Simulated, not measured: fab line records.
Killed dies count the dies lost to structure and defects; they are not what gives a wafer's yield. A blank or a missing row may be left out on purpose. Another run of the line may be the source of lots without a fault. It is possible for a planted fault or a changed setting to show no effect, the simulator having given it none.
Which tool did it? | flow n5_finfet | 24 lots with 72 wafers sampled at 3 steps, on a route of 1938 steps

== WHAT EACH GAUGE READ, for each wafer ==
N5_BEOL_M13_CD_MEAS_10 targets a cd of 190 nm. Usual: cd_nm at 190.8 nm, with a standard deviation of 1.5.
lot  | measured     | on        | cd_nm (nm)        | flag
L075 | day 12 21:23 | cd_sem-01 | 190.9 191.4 191.4 |
L074 | day 12 23:00 | cd_sem-01 | 192.9 190.6 191.8 |
L076 | day 13 03:19 | cd_sem-02 | 189.5 192.5 191.6 |
L077 | day 13 18:11 | cd_sem-01 | 192.1 192.6 191.7 |
L078 | day 14 04:29 | cd_sem-01 | 188.2 189.7 188.6 |
L080 | day 14 05:23 | cd_sem-01 | 191.5 191.5 191.4 |
L079 | day 14 05:56 | cd_sem-02 | 194.1 192.3 193.7 |
L081 | day 14 08:26 | cd_sem-02 | 190.9 189.4 189.9 |
L083 | day 14 14:52 | cd_sem-01 | 191.9 191.2 191.6 |
L082 | day 15 05:05 | cd_sem-02 | 190.8 188.9 190.5 |
L086 | day 15 09:55 | cd_sem-03 | 192.0 190.8 192.0 |
L084 | day 15 12:43 | cd_sem-02 | 187.7 189.5 188.7 |
L089 | day 15 18:02 | cd_sem-03 | 188.6 189.5 189.4 |
L087 | day 16 00:08 | cd_sem-03 | 189.7 189.3 189.4 |
L088 | day 16 03:35 | cd_sem-02 | 191.5 192.0 191.8 |
L085 | day 16 06:38 | cd_sem-02 | 191.3 191.6 189.8 |
L091 | day 16 09:09 | cd_sem-01 | 188.2 189.5 189.9 |
L093 | day 16 15:25 | cd_sem-01 | 189.1 190.8 189.6 |
L096 | day 17 03:15 | cd_sem-02 | 194.6 194.1 194.2 |
L092 | day 17 15:08 | cd_sem-03 | 189.8 191.5 191.0 |
L094 | day 17 20:40 | cd_sem-03 | 192.2 190.4 189.5 |
L095 | day 18 05:56 | cd_sem-01 | 191.8 191.8 192.1 |
L090 | day 18 07:44 | cd_sem-01 | 190.4 190.3 190.7 |
L097 | day 19 06:32 | cd_sem-03 | 189.4 190.9 189.6 |

N5_BEOL_M13_INSPECT_30: inspects for defects (macro). Usual: raw_defect_count at 2.0, with a standard deviation of 1.4.
lot  | measured     | on                | raw_defect_count | flag
L075 | day 12 22:33 | defect_inspect-02 | 0 5 3            |
L074 | day 13 00:16 | defect_inspect-01 | 2 3 1            |
L076 | day 13 04:19 | defect_inspect-01 | 4 3 4            |
L077 | day 13 19:13 | defect_inspect-02 | 3 0 2            |
L078 | day 14 05:40 | defect_inspect-01 | 1 4 3            |
L080 | day 14 06:31 | defect_inspect-01 | 1 1 0            |
L079 | day 14 07:01 | defect_inspect-01 | 4 1 2            |
L081 | day 14 09:33 | defect_inspect-02 | 2 4 1            |
L083 | day 14 15:53 | defect_inspect-01 | 2 0 3            |
L082 | day 15 06:05 | defect_inspect-01 | 3 0 2            |
L086 | day 15 11:03 | defect_inspect-01 | 3 1 1            |
L084 | day 15 13:43 | defect_inspect-02 | 3 2 2            |
L089 | day 15 19:11 | defect_inspect-02 | 2 3 0            |
L087 | day 16 01:20 | defect_inspect-01 | 2 2 5            |
L088 | day 16 05:16 | defect_inspect-02 | 0 1 2            |
L085 | day 16 07:46 | defect_inspect-01 | 1 3 3            |
L091 | day 16 10:12 | defect_inspect-02 | 3 3 4            |
L093 | day 16 16:33 | defect_inspect-02 | 1 1 1            |
L096 | day 17 04:28 | defect_inspect-01 | 1 0 2            |
L092 | day 17 16:16 | defect_inspect-01 | 0 1 2            |
L094 | day 17 21:40 | defect_inspect-01 | 2 2 1            |
L095 | day 18 07:09 | defect_inspect-01 | 0 0 3            |
L090 | day 18 08:52 | defect_inspect-02 | 3 4 2            |
L097 | day 19 08:09 | defect_inspect-02 | 2 5 1            |

== EACH LOT AND THE TOOL THAT RAN IT (in order: tool; ch and the chambers of the sampled wafers; start) ==
lot  | N5_BEOL_M13_VIA_ETCH_16
L075 | rie_diel-04 ch 0,3, day 12 21:33
L074 | rie_diel-02 ch 1,3, day 12 23:16
L076 | rie_diel-04 ch 0,3, day 13 03:29
L077 | rie_diel-01 ch 0,2, day 13 18:22
L078 | rie_diel-01 ch 1,2,3, day 14 04:40
L080 | rie_diel-01 ch 0,2,3, day 14 05:34
L079 | rie_diel-02 ch 1,2, day 14 06:11
L081 | rie_diel-04 ch 1,2,3, day 14 08:36
L083 | rie_diel-02 ch 1,2, day 14 15:04
L082 | rie_diel-01 ch 0,3, day 15 05:15
L086 | rie_diel-04 ch 0,1,2, day 15 10:05
L084 | rie_diel-04 ch 0,2,3, day 15 12:53
L089 | rie_diel-04 ch 0,1,2, day 15 18:14
L087 | rie_diel-04 ch 2,3, day 16 00:30
L088 | rie_diel-01 ch 0,1, day 16 04:27
L085 | rie_diel-04 ch 0,2, day 16 06:48
L091 | rie_diel-04 ch 0,1,3, day 16 09:23
L093 | rie_diel-01 ch 0,1,2, day 16 15:36
L096 | rie_diel-04 ch 0,2,3, day 17 03:37
L092 | rie_diel-02 ch 1,2, day 17 15:19
L094 | rie_diel-01 ch 2,3, day 17 20:50
L095 | rie_diel-01 ch 0,2, day 18 06:11
L090 | rie_diel-01 ch 0,2, day 18 07:55
L097 | rie_diel-04 ch 0,2,3, day 19 07:19
- N5_BEOL_M13_VIA_ETCH_16: etches SiOC in C4F8/O2/Ar, target depth 921.7 nm.

== WHAT THE TOOLS THEMSELVES READ (means of the sampled wafers that have a number; where no wafer has one, the mark that the record gives instead) ==
N5_BEOL_M13_VIA_ETCH_16. Usual: O2_flow_sccm 8.000 sccm, standard deviation 0.025; drypump_motor_current_A 5.7 A, standard deviation 0.44; oes_product_au 0.73 a.u., standard deviation 0.078; rf_fwd_power_W 2992 W, standard deviation 8.6; rf_vpp_V 666 V, standard deviation 4; showerhead_plenum_p_Torr 3.43 Torr, standard deviation 0.14; throttle_valve_pct 24.14 %, standard deviation 0.25.
lot  | tool        | O2_flow_sccm (sccm) | drypump_motor_current_A (A) | oes_product_au (a.u.) | rf_fwd_power_W (W) | rf_vpp_V (V) | showerhead_plenum_p_Torr (Torr) | throttle_valve_pct (%) | flag
L075 | rie_diel-04 | 8.013               | 6.0                         | 0.69                  | 2990               | 660          | 3.20                            | 24.12                  |
L074 | rie_diel-02 | 8.009               | 5.7                         | 0.75                  | 2996               | 666          | 3.40                            | 23.87                  |
L076 | rie_diel-04 | 8.008               | 5.5                         | 0.71                  | 2996               | 661          | 3.26                            | 24.23                  |
L077 | rie_diel-01 | 7.979               | 6.0                         | 0.74                  | 2990               | 671          | 3.57                            | 23.91                  |
L078 | rie_diel-01 | 8.014               | 5.8                         | 0.73                  | 2990               | 671          | 3.57                            | 24.16                  |
L080 | rie_diel-01 | 8.023               | 5.8                         | 0.68                  | 2990               | 669          | 3.54                            | 24.16                  |
L079 | rie_diel-02 | 8.001               | 5.1                         | 0.78                  | 2992               | 664          | 3.38                            | 24.02                  |
L081 | rie_diel-04 | 8.004               | 6.0                         | 0.74                  | 2997               | 663          | 3.35                            | 24.02                  |
L083 | rie_diel-02 | 7.988               | 5.1                         | 0.77                  | 2985               | 664          | 3.38                            | 24.02                  |
L082 | rie_diel-01 | 7.992               | 5.6                         | 0.62                  | 2981               | 667          | 3.50                            | 24.42                  |
L086 | rie_diel-04 | 8.001               | 5.5                         | 0.74                  | 2991               | 665          | 3.40                            | 24.13                  |
L084 | rie_diel-04 | 8.003               | 5.9                         | 0.74                  | 2996               | 663          | 3.31                            | 24.05                  |
L089 | rie_diel-04 | 8.004               | 5.5                         | 0.74                  | 2997               | 664          | 3.40                            | 24.14                  |
L087 | rie_diel-04 | 8.007               | 6.3                         | 0.72                  | 2991               | 661          | 3.25                            | 23.96                  |
L088 | rie_diel-01 | 7.969               | 6.0                         | 0.66                  | 2988               | 669          | 3.54                            | 24.38                  |
L085 | rie_diel-04 | 8.005               | 5.4                         | 0.75                  | 2995               | 664          | 3.36                            | 24.19                  |
L091 | rie_diel-04 | 7.997               | 5.7                         | 0.66                  | 2992               | 661          | 3.28                            | 24.22                  |
L093 | rie_diel-01 | 7.999               | 6.0                         | 0.71                  | 2999               | 670          | 3.56                            | 24.17                  |
L096 | rie_diel-04 | 7.996               | 5.8                         | 0.73                  | 2992               | 662          | 3.30                            | 24.09                  |
L092 | rie_diel-02 | 8.006               | 5.1                         | 0.76                  | 2992               | 664          | 3.37                            | 24.06                  |
L094 | rie_diel-01 | 8.009               | 5.6                         | 0.84                  | 2983               | 669          | 3.51                            | 24.02                  |
L095 | rie_diel-01 | 8.001               | 6.0                         | 0.79                  | 2998               | 669          | 3.55                            | 23.83                  |
L090 | rie_diel-01 | 8.000               | 6.1                         | 0.84                  | 2993               | 669          | 3.53                            | 23.95                  |
L097 | rie_diel-04 | 8.005               | 5.8                         | 0.71                  | 3002               | 663          | 3.30                            | 24.10                  |

== THE ANSWER, worked out from the rows above alone ==
Rule: take the mean of a lot's wafers that have a number; if it is more than 3 standard deviations from the usual mean, the lot is off. Also off: a lot with no number at a reading for which 4 or more lots have one. All remaining lots with rows at the step are treated as sound. First the gauges in route order, then the tools' own readings, where a lot's mean is used as printed above. At the first step where some lot is off, the reading lying furthest off is the one used; lots without a number count as furthest.
Nothing can be told from this: no lot is off at any reading shown.

== WHAT THE SIMULATOR HAD INSERTED ==
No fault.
